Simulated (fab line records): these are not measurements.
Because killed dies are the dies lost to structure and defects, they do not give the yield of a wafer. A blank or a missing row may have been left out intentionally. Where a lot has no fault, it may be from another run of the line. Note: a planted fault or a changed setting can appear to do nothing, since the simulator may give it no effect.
Which tool is to blame? || flow nand-harc || 24 lots with 72 wafers sampled at 6 steps, on a route of 1302 steps

== WHAT EACH GAUGE READ, for each wafer ==
NHARC_P_M1_CD_MEAS_16.
{"lot": "L074", "measured": "day 6 08:47", "on": "cd-sem-03", "cd-nm (nm)": "128.7 130.5 128.5"}
{"lot": "L075", "measured": "day 6 11:41", "on": "cd-sem-02", "cd-nm (nm)": "131.7 131.2 131.3"}
{"lot": "L076", "measured": "day 6 22:17", "on": "cd-sem-03", "cd-nm (nm)": "130.2 130.2 129.8"}
{"lot": "L077", "measured": "day 7 16:21", "on": "cd-sem-03", "cd-nm (nm)": "131.2 130.9 130.3"}
{"lot": "L078", "measured": "day 7 21:28", "on": "cd-sem-02", "cd-nm (nm)": "129.2 128.9 129.8"}
{"lot": "L079", "measured": "day 8 02:38", "on": "cd-sem-03", "cd-nm (nm)": "128.8 128.7 129.6"}
{"lot": "L080", "measured": "day 8 18:47", "on": "cd-sem-02", "cd-nm (nm)": "129.5 131.4 131.1"}
{"lot": "L081", "measured": "day 9 05:16", "on": "cd-sem-02", "cd-nm (nm)": "131.1 130.0 129.7"}
{"lot": "L082", "measured": "day 9 17:49", "on": "cd-sem-01", "cd-nm (nm)": "129.7 130.8 129.5"}
{"lot": "L083", "measured": "day 9 23:28", "on": "cd-sem-01", "cd-nm (nm)": "129.6 128.9 129.8"}
{"lot": "L084", "measured": "day 10 12:13", "on": "cd-sem-03", "cd-nm (nm)": "129.5 129.5 129.2"}
{"lot": "L085", "measured": "day 11 05:26", "on": "cd-sem-01", "cd-nm (nm)": "129.6 130.1 130.8"}
{"lot": "L086", "measured": "day 11 08:22", "on": "cd-sem-01", "cd-nm (nm)": "130.4 129.4 130.2"}
{"lot": "L087", "measured": "day 11 15:20", "on": "cd-sem-03", "cd-nm (nm)": "130.9 131.3 132.3"}
{"lot": "L088", "measured": "day 12 08:23", "on": "cd-sem-01", "cd-nm (nm)": "130.1 131.3 131.4"}
{"lot": "L089", "measured": "day 12 08:55", "on": "cd-sem-01", "cd-nm (nm)": "129.5 130.6 131.0"}
{"lot": "L090", "measured": "day 13 04:03", "on": "cd-sem-03", "cd-nm (nm)": "131.2 131.1 130.3"}
{"lot": "L091", "measured": "day 13 07:14", "on": "cd-sem-03", "cd-nm (nm)": "129.9 129.6 130.3"}
{"lot": "L092", "measured": "day 13 16:01", "on": "cd-sem-02", "cd-nm (nm)": "130.7 130.4 131.5"}
{"lot": "L093", "measured": "day 14 05:28", "on": "cd-sem-03", "cd-nm (nm)": "129.7 129.9 129.5"}
{"lot": "L094", "measured": "day 14 22:52", "on": "cd-sem-02", "cd-nm (nm)": "129.9 132.3 130.6"}
{"lot": "L095", "measured": "day 15 10:41", "on": "cd-sem-02", "cd-nm (nm)": "129.7 129.9 129.7"}
{"lot": "L096", "measured": "day 15 13:26", "on": "cd-sem-01", "cd-nm (nm)": "130.2 130.0 127.9"}
{"lot": "L097", "measured": "day 15 20:35", "on": "cd-sem-03", "cd-nm (nm)": "129.9 129.8 129.8"}

NHARC_P_M1_THK_MEAS_24: measures by xrf.
{"lot": "L074", "measured": "day 6 10:53", "on": "film-metro-01", "thk-nm (nm)": "156.3 156.6 155.3"}
{"lot": "L075", "measured": "day 6 14:10", "on": "film-metro-01", "thk-nm (nm)": "157.1 158.4 158.2"}
{"lot": "L076", "measured": "day 7 00:31", "on": "film-metro-02", "thk-nm (nm)": "157.3 154.6 160.0"}
{"lot": "L077", "measured": "day 7 18:28", "on": "film-metro-01", "thk-nm (nm)": "154.3 159.2 159.1"}
{"lot": "L078", "measured": "day 7 23:43", "on": "film-metro-01", "thk-nm (nm)": "156.4 155.9 160.6"}
{"lot": "L079", "measured": "day 8 04:44", "on": "film-metro-02", "thk-nm (nm)": "157.0 159.9 155.7"}
{"lot": "L080", "measured": "day 8 20:54", "on": "film-metro-02", "thk-nm (nm)": "156.4 156.5 156.3"}
{"lot": "L081", "measured": "day 9 07:22", "on": "film-metro-02", "thk-nm (nm)": "160.5 156.1 154.8"}
{"lot": "L082", "measured": "day 9 19:57", "on": "film-metro-01", "thk-nm (nm)": "158.1 159.9 157.1"}
{"lot": "L083", "measured": "day 10 01:35", "on": "film-metro-01", "thk-nm (nm)": "158.3 157.8 159.0"}
{"lot": "L084", "measured": "day 10 14:24", "on": "film-metro-02", "thk-nm (nm)": "157.4 156.9 158.2"}
{"lot": "L085", "measured": "day 11 07:33", "on": "film-metro-01", "thk-nm (nm)": "157.2 158.0 156.7"}
{"lot": "L086", "measured": "day 11 11:01", "on": "film-metro-01", "thk-nm (nm)": "157.8 158.2 155.7"}
{"lot": "L087", "measured": "day 11 17:27", "on": "film-metro-01", "thk-nm (nm)": "154.5 156.7 157.5"}
{"lot": "L088", "measured": "day 12 10:29", "on": "film-metro-02", "thk-nm (nm)": "157.1 157.3 158.1"}
{"lot": "L089", "measured": "day 12 11:01", "on": "film-metro-01", "thk-nm (nm)": "158.9 158.5 160.0"}
{"lot": "L090", "measured": "day 13 06:10", "on": "film-metro-01", "thk-nm (nm)": "161.5 160.1 162.2"}
{"lot": "L091", "measured": "day 13 09:20", "on": "film-metro-02", "thk-nm (nm)": "157.0 156.6 156.0"}
{"lot": "L092", "measured": "day 13 18:07", "on": "film-metro-02", "thk-nm (nm)": "157.6 160.0 157.4"}
{"lot": "L093", "measured": "day 14 07:35", "on": "film-metro-02", "thk-nm (nm)": "157.4 156.9 152.8"}
{"lot": "L094", "measured": "day 15 00:59", "on": "film-metro-02", "thk-nm (nm)": "156.3 156.1 153.9"}
{"lot": "L095", "measured": "day 15 12:48", "on": "film-metro-02", "thk-nm (nm)": "157.9 159.1 160.0"}
{"lot": "L096", "measured": "day 15 15:32", "on": "film-metro-01", "thk-nm (nm)": "158.7 158.3 157.2"}
{"lot": "L097", "measured": "day 15 22:43", "on": "film-metro-01", "thk-nm (nm)": "161.3 159.9 159.2"}

NHARC_P_M2_CD_MEAS_16.
{"lot": "L074", "measured": "day 6 12:58", "on": "cd-sem-02", "cd-nm (nm)": "167.8 169.7 168.2"}
{"lot": "L075", "measured": "day 6 16:05", "on": "cd-sem-01", "cd-nm (nm)": "170.5 171.1 170.8"}
{"lot": "L076", "measured": "day 7 02:34", "on": "cd-sem-01", "cd-nm (nm)": "169.0 170.4 170.1"}
{"lot": "L077", "measured": "day 7 20:23", "on": "cd-sem-02", "cd-nm (nm)": "168.9 169.3 168.7"}
{"lot": "L078", "measured": "day 8 01:37", "on": "cd-sem-03", "cd-nm (nm)": "170.0 169.7 170.4"}
{"lot": "L079", "measured": "day 8 06:39", "on": "cd-sem-01", "cd-nm (nm)": "169.9 169.4 169.3"}
{"lot": "L080", "measured": "day 8 22:58", "on": "cd-sem-01", "cd-nm (nm)": "169.9 169.7 169.7"}
{"lot": "L081", "measured": "day 9 09:24", "on": "cd-sem-03", "cd-nm (nm)": "169.8 168.4 168.7"}
{"lot": "L082", "measured": "day 9 22:03", "on": "cd-sem-01", "cd-nm (nm)": "170.7 170.0 170.6"}
{"lot": "L083", "measured": "day 10 03:41", "on": "cd-sem-01", "cd-nm (nm)": "169.0 170.1 170.4"}
{"lot": "L084", "measured": "day 10 16:26", "on": "cd-sem-01", "cd-nm (nm)": "169.2 170.4 170.0"}
{"lot": "L085", "measured": "day 11 09:36", "on": "cd-sem-03", "cd-nm (nm)": "169.4 168.8 169.0"}
{"lot": "L086", "measured": "day 11 13:02", "on": "cd-sem-01", "cd-nm (nm)": "169.6 170.7 170.0"}
{"lot": "L087", "measured": "day 11 19:31", "on": "cd-sem-03", "cd-nm (nm)": "170.7 168.9 170.8"}
{"lot": "L088", "measured": "day 12 12:32", "on": "cd-sem-01", "cd-nm (nm)": "169.8 169.9 169.4"}
{"lot": "L089", "measured": "day 12 13:05", "on": "cd-sem-01", "cd-nm (nm)": "169.8 171.4 169.2"}
{"lot": "L090", "measured": "day 13 08:39", "on": "cd-sem-03", "cd-nm (nm)": "169.0 171.0 170.1"}
{"lot": "L091", "measured": "day 13 11:24", "on": "cd-sem-03", "cd-nm (nm)": "170.5 169.6 170.2"}
{"lot": "L092", "measured": "day 13 21:25", "on": "cd-sem-02", "cd-nm (nm)": "170.5 170.6 171.6"}
{"lot": "L093", "measured": "day 14 09:38", "on": "cd-sem-02", "cd-nm (nm)": "172.1 170.6 169.7"}
{"lot": "L094", "measured": "day 15 02:54", "on": "cd-sem-02", "cd-nm (nm)": "169.1 170.5 169.9"}
{"lot": "L095", "measured": "day 15 14:43", "on": "cd-sem-02", "cd-nm (nm)": "171.0 169.1 170.3"}
{"lot": "L096", "measured": "day 15 17:26", "on": "cd-sem-03", "cd-nm (nm)": "170.8 171.0 170.7"}
{"lot": "L097", "measured": "day 16 00:46", "on": "cd-sem-02", "cd-nm (nm)": "170.0 170.0 169.5"}

NHARC_P_M2_INSPECT_27.
{"lot": "L074", "measured": "day 6 15:14", "on": "defect-inspect-01", "raw-defect-count": "283 246 194"}
{"lot": "L075", "measured": "day 6 18:21", "on": "defect-inspect-01", "raw-defect-count": "234 272 296"}
{"lot": "L076", "measured": "day 7 04:50", "on": "defect-inspect-02", "raw-defect-count": "241 231 243"}
{"lot": "L077", "measured": "day 7 22:39", "on": "defect-inspect-02", "raw-defect-count": "259 260 383"}
{"lot": "L078", "measured": "day 8 03:52", "on": "defect-inspect-02", "raw-defect-count": "420 362 343"}
{"lot": "L079", "measured": "day 8 08:55", "on": "defect-inspect-02", "raw-defect-count": "186 515 214"}
{"lot": "L080", "measured": "day 9 01:13", "on": "defect-inspect-01", "raw-defect-count": "389 292 406"}
{"lot": "L081", "measured": "day 9 11:39", "on": "defect-inspect-02", "raw-defect-count": "325 224 199"}
{"lot": "L082", "measured": "day 10 00:23", "on": "defect-inspect-02", "raw-defect-count": "355 252 277"}
{"lot": "L083", "measured": "day 10 05:58", "on": "defect-inspect-02", "raw-defect-count": "218 200 295"}
{"lot": "L084", "measured": "day 10 18:43", "on": "defect-inspect-02", "raw-defect-count": "269 159 240"}
{"lot": "L085", "measured": "day 11 11:52", "on": "defect-inspect-01", "raw-defect-count": "324 172 436"}
{"lot": "L086", "measured": "day 11 15:19", "on": "defect-inspect-01", "raw-defect-count": "447 323 378"}
{"lot": "L087", "measured": "day 11 21:50", "on": "defect-inspect-02", "raw-defect-count": "342 212 422"}
{"lot": "L088", "measured": "day 12 14:50", "on": "defect-inspect-01", "raw-defect-count": "243 130 207"}
{"lot": "L089", "measured": "day 12 15:20", "on": "defect-inspect-02", "raw-defect-count": "444 476 538"}
{"lot": "L090", "measured": "day 13 10:55", "on": "defect-inspect-01", "raw-defect-count": "239 217 126"}
{"lot": "L091", "measured": "day 13 13:41", "on": "defect-inspect-02", "raw-defect-count": "325 327 384"}
{"lot": "L092", "measured": "day 13 23:41", "on": "defect-inspect-01", "raw-defect-count": "344 534 267"}
{"lot": "L093", "measured": "day 14 11:58", "on": "defect-inspect-02", "raw-defect-count": "198 293 224"}
{"lot": "L094", "measured": "day 15 05:10", "on": "defect-inspect-02", "raw-defect-count": "296 207 188"}
{"lot": "L095", "measured": "day 15 17:01", "on": "defect-inspect-02", "raw-defect-count": "231 197 496"}
{"lot": "L096", "measured": "day 15 19:44", "on": "defect-inspect-01", "raw-defect-count": "221 291 560"}
{"lot": "L097", "measured": "day 16 03:04", "on": "defect-inspect-01", "raw-defect-count": "271 308 388"}

== EACH LOT AND THE TOOL THAT RAN IT (in order: tool; ch and the chambers of the sampled wafers; start) ==
{"lot": "L074", "NHARC_P_M1_ETCH_15": "rie-diel-12 ch 2,3, day 6 08:47 or earlier", "NHARC_P_M2_ANNEAL_31": "rtp-anneal-01 ch 0, day 6 14:25"}
{"lot": "L075", "NHARC_P_M1_ETCH_15": "rie-diel-10 ch 1,2,3, day 6 11:41 or earlier", "NHARC_P_M2_ANNEAL_31": "rtp-anneal-01 ch 0, day 6 17:32"}
{"lot": "L076", "NHARC_P_M1_ETCH_15": "rie-diel-10 ch 2,3, day 6 22:17 or earlier", "NHARC_P_M2_ANNEAL_31": "rtp-anneal-01 ch 0, day 7 04:01"}
{"lot": "L077", "NHARC_P_M1_ETCH_15": "rie-diel-09 ch 2,3, day 7 16:21 or earlier", "NHARC_P_M2_ANNEAL_31": "rtp-anneal-02 ch 0, day 7 21:56"}
{"lot": "L078", "NHARC_P_M1_ETCH_15": "rie-diel-10 ch 0,1,2, day 7 21:28 or earlier", "NHARC_P_M2_ANNEAL_31": "rtp-anneal-02 ch 0, day 8 03:09"}
{"lot": "L079", "NHARC_P_M1_ETCH_15": "rie-diel-09 ch 1,2, day 8 02:38 or earlier", "NHARC_P_M2_ANNEAL_31": "rtp-anneal-02 ch 0, day 8 08:06"}
{"lot": "L080", "NHARC_P_M1_ETCH_15": "rie-diel-10 ch 0,1,2, day 8 18:47 or earlier", "NHARC_P_M2_ANNEAL_31": "rtp-anneal-02 ch 0, day 9 00:27"}
{"lot": "L081", "NHARC_P_M1_ETCH_15": "rie-diel-12 ch 0,1,3, day 9 05:16 or earlier", "NHARC_P_M2_ANNEAL_31": "rtp-anneal-01 ch 0, day 9 10:56"}
{"lot": "L082", "NHARC_P_M1_ETCH_15": "rie-diel-12 ch 0,1,2, day 9 17:49 or earlier", "NHARC_P_M2_ANNEAL_31": "rtp-anneal-02 ch 0, day 9 23:40"}
{"lot": "L083", "NHARC_P_M1_ETCH_15": "rie-diel-10 ch 0,2,3, day 9 23:28 or earlier", "NHARC_P_M2_ANNEAL_31": "rtp-anneal-02 ch 0, day 10 05:08"}
{"lot": "L084", "NHARC_P_M1_ETCH_15": "rie-diel-09 ch 1,2,3, day 10 12:13 or earlier", "NHARC_P_M2_ANNEAL_31": "rtp-anneal-02 ch 0, day 10 17:56"}
{"lot": "L085", "NHARC_P_M1_ETCH_15": "rie-diel-09 ch 2,3, day 11 05:26 or earlier", "NHARC_P_M2_ANNEAL_31": "rtp-anneal-02 ch 0, day 11 11:11"}
{"lot": "L086", "NHARC_P_M1_ETCH_15": "rie-diel-09 ch 0,1, day 11 08:22 or earlier", "NHARC_P_M2_ANNEAL_31": "rtp-anneal-01 ch 0, day 11 14:32"}
{"lot": "L087", "NHARC_P_M1_ETCH_15": "rie-diel-10 ch 0,2, day 11 15:20 or earlier", "NHARC_P_M2_ANNEAL_31": "rtp-anneal-01 ch 0, day 11 21:03"}
{"lot": "L088", "NHARC_P_M1_ETCH_15": "rie-diel-09 ch 0,1,2, day 12 08:23 or earlier", "NHARC_P_M2_ANNEAL_31": "rtp-anneal-02 ch 0, day 12 14:07"}
{"lot": "L089", "NHARC_P_M1_ETCH_15": "rie-diel-10 ch 0,2,3, day 12 08:55 or earlier", "NHARC_P_M2_ANNEAL_31": "rtp-anneal-01 ch 0, day 12 14:38"}
{"lot": "L090", "NHARC_P_M1_ETCH_15": "rie-diel-10 ch 0,1, day 13 04:03 or earlier", "NHARC_P_M2_ANNEAL_31": "rtp-anneal-02 ch 0, day 13 10:09"}
{"lot": "L091", "NHARC_P_M1_ETCH_15": "rie-diel-09 ch 1,3, day 13 07:14 or earlier", "NHARC_P_M2_ANNEAL_31": "rtp-anneal-02 ch 0, day 13 12:52"}
{"lot": "L092", "NHARC_P_M1_ETCH_15": "rie-diel-09 ch 0,1,2, day 13 16:01 or earlier", "NHARC_P_M2_ANNEAL_31": "rtp-anneal-02 ch 0, day 13 22:58"}
{"lot": "L093", "NHARC_P_M1_ETCH_15": "rie-diel-09 ch 1,2,3, day 14 05:28 or earlier", "NHARC_P_M2_ANNEAL_31": "rtp-anneal-02 ch 0, day 14 11:10"}
{"lot": "L094", "NHARC_P_M1_ETCH_15": "rie-diel-09 ch 0,2,3, day 14 22:52 or earlier", "NHARC_P_M2_ANNEAL_31": "rtp-anneal-01 ch 0, day 15 04:30"}
{"lot": "L095", "NHARC_P_M1_ETCH_15": "rie-diel-09 ch 0,1,2, day 15 10:41 or earlier", "NHARC_P_M2_ANNEAL_31": "rtp-anneal-01 ch 0, day 15 16:15"}
{"lot": "L096", "NHARC_P_M1_ETCH_15": "rie-diel-09 ch 0,1, day 15 13:26 or earlier", "NHARC_P_M2_ANNEAL_31": "rtp-anneal-01 ch 0, day 15 18:53"}
{"lot": "L097", "NHARC_P_M1_ETCH_15": "rie-diel-10 ch 1,2,3, day 15 20:35 or earlier", "NHARC_P_M2_ANNEAL_31": "rtp-anneal-02 ch 0, day 16 02:14"}
- NHARC_P_M1_ETCH_15: etches the open film in C4F8/Ar, target depth 182.5 nm, time 91.2 s.
- NHARC_P_M2_ANNEAL_31: time 90 s.

== WHAT THE TOOLS THEMSELVES READ (means of the sampled wafers that have a number; where no wafer has one, the mark that the record gives instead) ==
NHARC_P_M1_ETCH_15.
{"lot": "L074", "tool": "rie-diel-12", "bias-w (W)": 300.5, "oes-product-au (a.u.)": 0.949, "rf-vpp-V (V)": 441.9}
{"lot": "L075", "tool": "rie-diel-10", "bias-w (W)": 299.9, "oes-product-au (a.u.)": 0.979, "rf-vpp-V (V)": 441.3}
{"lot": "L076", "tool": "rie-diel-10", "bias-w (W)": 300.6, "oes-product-au (a.u.)": 0.975, "rf-vpp-V (V)": 440.9}
{"lot": "L077", "tool": "rie-diel-09", "bias-w (W)": 299.9, "oes-product-au (a.u.)": 0.961, "rf-vpp-V (V)": 441.2}
{"lot": "L078", "tool": "rie-diel-10", "bias-w (W)": 300.4, "oes-product-au (a.u.)": 0.963, "rf-vpp-V (V)": 441.8}
{"lot": "L079", "tool": "rie-diel-09", "bias-w (W)": 300.4, "oes-product-au (a.u.)": 0.973, "rf-vpp-V (V)": 441.4}
{"lot": "L080", "tool": "rie-diel-10", "bias-w (W)": 299.6, "oes-product-au (a.u.)": 0.964, "rf-vpp-V (V)": 442.5}
{"lot": "L081", "tool": "rie-diel-12", "bias-w (W)": 300.2, "oes-product-au (a.u.)": 0.969, "rf-vpp-V (V)": 441.2}
{"lot": "L082", "tool": "rie-diel-12", "bias-w (W)": 300.2, "oes-product-au (a.u.)": 0.935, "rf-vpp-V (V)": 439.0}
{"lot": "L083", "tool": "rie-diel-10", "bias-w (W)": 300.2, "oes-product-au (a.u.)": 0.927, "rf-vpp-V (V)": 439.6}
{"lot": "L084", "tool": "rie-diel-09", "bias-w (W)": 300.0, "oes-product-au (a.u.)": 0.915, "rf-vpp-V (V)": 440.0}
{"lot": "L085", "tool": "rie-diel-09", "bias-w (W)": 299.9, "oes-product-au (a.u.)": 0.972, "rf-vpp-V (V)": 440.4}
{"lot": "L086", "tool": "rie-diel-09", "bias-w (W)": 299.9, "oes-product-au (a.u.)": 0.968, "rf-vpp-V (V)": 439.0}
{"lot": "L087", "tool": "rie-diel-10", "bias-w (W)": 300.8, "oes-product-au (a.u.)": 0.963, "rf-vpp-V (V)": 441.7}
{"lot": "L088", "tool": "rie-diel-09", "bias-w (W)": 300.1, "oes-product-au (a.u.)": 0.934, "rf-vpp-V (V)": 439.7}
{"lot": "L089", "tool": "rie-diel-10", "bias-w (W)": 300.7, "oes-product-au (a.u.)": 0.964, "rf-vpp-V (V)": 439.0}
{"lot": "L090", "tool": "rie-diel-10", "bias-w (W)": 300.2, "oes-product-au (a.u.)": 0.951, "rf-vpp-V (V)": 441.3}
{"lot": "L091", "tool": "rie-diel-09", "bias-w (W)": 300.2, "oes-product-au (a.u.)": 0.959, "rf-vpp-V (V)": 441.3}
{"lot": "L092", "tool": "rie-diel-09", "bias-w (W)": 299.5, "oes-product-au (a.u.)": 0.949, "rf-vpp-V (V)": 439.6}
{"lot": "L093", "tool": "rie-diel-09", "bias-w (W)": 300.3, "oes-product-au (a.u.)": 0.963, "rf-vpp-V (V)": 440.7}
{"lot": "L094", "tool": "rie-diel-09", "bias-w (W)": 299.2, "oes-product-au (a.u.)": 0.971, "rf-vpp-V (V)": 439.1}
{"lot": "L095", "tool": "rie-diel-09", "bias-w (W)": 300.3, "oes-product-au (a.u.)": 0.967, "rf-vpp-V (V)": 439.8}
{"lot": "L096", "tool": "rie-diel-09", "bias-w (W)": 301.4, "oes-product-au (a.u.)": 0.971, "rf-vpp-V (V)": 438.0}
{"lot": "L097", "tool": "rie-diel-10", "bias-w (W)": 300.2, "oes-product-au (a.u.)": 0.924, "rf-vpp-V (V)": 441.6}

NHARC_P_M2_ANNEAL_31.
{"lot": "L074", "tool": "rtp-anneal-01", "wafer_temp_C_max": 226.02}
{"lot": "L075", "tool": "rtp-anneal-01", "wafer_temp_C_max": 225.88}
{"lot": "L076", "tool": "rtp-anneal-01", "wafer_temp_C_max": 225.69}
{"lot": "L077", "tool": "rtp-anneal-02", "wafer_temp_C_max": 225.91}
{"lot": "L078", "tool": "rtp-anneal-02", "wafer_temp_C_max": 226.06}
{"lot": "L079", "tool": "rtp-anneal-02", "wafer_temp_C_max": 226.29}
{"lot": "L080", "tool": "rtp-anneal-02", "wafer_temp_C_max": 225.95}
{"lot": "L081", "tool": "rtp-anneal-01", "wafer_temp_C_max": 226.20}
{"lot": "L082", "tool": "rtp-anneal-02", "wafer_temp_C_max": 226.14}
{"lot": "L083", "tool": "rtp-anneal-02", "wafer_temp_C_max": 226.26}
{"lot": "L084", "tool": "rtp-anneal-02", "wafer_temp_C_max": 226.19}
{"lot": "L085", "tool": "rtp-anneal-02", "wafer_temp_C_max": 225.88}
{"lot": "L086", "tool": "rtp-anneal-01", "wafer_temp_C_max": 225.76}
{"lot": "L087", "tool": "rtp-anneal-01", "wafer_temp_C_max": 225.78}
{"lot": "L088", "tool": "rtp-anneal-02", "wafer_temp_C_max": 225.83}
{"lot": "L089", "tool": "rtp-anneal-01", "wafer_temp_C_max": 225.75}
{"lot": "L090", "tool": "rtp-anneal-02", "wafer_temp_C_max": 226.17}
{"lot": "L091", "tool": "rtp-anneal-02", "wafer_temp_C_max": 226.33}
{"lot": "L092", "tool": "rtp-anneal-02", "wafer_temp_C_max": 226.22}
{"lot": "L093", "tool": "rtp-anneal-02", "wafer_temp_C_max": 226.06}
{"lot": "L094", "tool": "rtp-anneal-01", "wafer_temp_C_max": 225.98}
{"lot": "L095", "tool": "rtp-anneal-01", "wafer_temp_C_max": 226.15}
{"lot": "L096", "tool": "rtp-anneal-01", "wafer_temp_C_max": 226.11}
{"lot": "L097", "tool": "rtp-anneal-02", "wafer_temp_C_max": 226.13}

== THE ANSWER, worked out from the rows above alone ==
Rule: what is usual is taken from the lots themselves. Put in order of their means at a reading, lots are off if they are a third of the lots or fewer, leave a main group of 4 or more, and stand apart from it by a gap of 3 or more times the standard deviation of the main group's means; of several such gaps the widest counts. The tables above print the reading to a certain number of digits; a main group whose means all agree to those digits is not used. Also off: a lot with no number at a reading for which 4 or more lots have one. Where the step has rows for the other lots, those lots are counted as sound. First the gauges in route order, then the tools' own readings, where a lot's mean is used as printed above. The first step at which some lot is off is used, and at that step the reading that is off furthest; a lot without a number counts as furthest.
No lot is off on any of the readings shown, so nothing can be concluded from this.

== WHAT THE SIMULATOR HAD INSERTED ==
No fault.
